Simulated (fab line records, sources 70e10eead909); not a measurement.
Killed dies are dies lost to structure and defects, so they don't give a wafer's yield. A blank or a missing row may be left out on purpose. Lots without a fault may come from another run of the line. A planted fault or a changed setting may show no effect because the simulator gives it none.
Chamber matching | flow nand_harc | NHARC_P_M2_CMP_23 on cmp-01: 4 sister chambers
The step polishes, t overpolish 20 s, target thk 144.3 nm. 8 wafers are shown with their chamber, then 8 later ones without.

WAFERS WITH THEIR CHAMBER
wafer  | chamber | motor_current_A (A) | time_to_endpoint_s (s)
L186.1 | 0       | 12.1                | 32
L186.2 | 3       | 11.3                | 26
L186.4 | 2       | 13.5                | 27
L189.5 | 2       | 12.7                | 25
L189.6 | 1       | 13.0                | 27
L190.1 | 1       | 12.8                | 30
L190.2 | 3       | 10.7                | 28
L190.4 | 0       | 13.4                | 33

WAFERS WITHOUT THEIR CHAMBER
wafer  | motor_current_A (A) | time_to_endpoint_s (s)
L192.1 | 10.7                | 24
L192.3 | 12.6                | 25
L192.4 | 12.5                | 31
L194.1 | 13.4                | 27
L194.4 | 11.2                | 25
L199.2 | 12.9                | 33
L199.3 | 11.3                | 28
L199.6 | 12.9                | 34

WHICH CHAMBER EACH WENT THROUGH
wafer  | from the rows above          | in truth
L192.1 | 3                            | 3
L192.3 | can't be placed: 2 or 1 or 3 | 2
L192.4 | can't be placed: 0 or 1      | 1
L194.1 | can't be placed: 2 or 1      | 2
L194.4 | can't be placed: 3 or 2      | 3
L199.2 | 0                            | 0
L199.3 | can't be placed: 3 or 1      | 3
L199.6 | 0                            | 0
Placed correctly: 3 of 8. Can't be placed from these rows: 5 (the true chamber is among the candidates in 5). Placed wrongly: 0.
How it was worked out, from the rows above alone: a wafer's distance from a chamber is the root of the sum, over the readings, of the square of ((its reading less the chamber's mean) divided by the reading's scatter). The wafer belongs to the nearest chamber; if the next one is less than 2 further off, it can't be placed. A chamber's mean is the mean of its shown wafers. The scatter: the root of (the sum of the squares of (reading less its chamber's mean) over the shown wafers, divided by (wafers less chambers)).
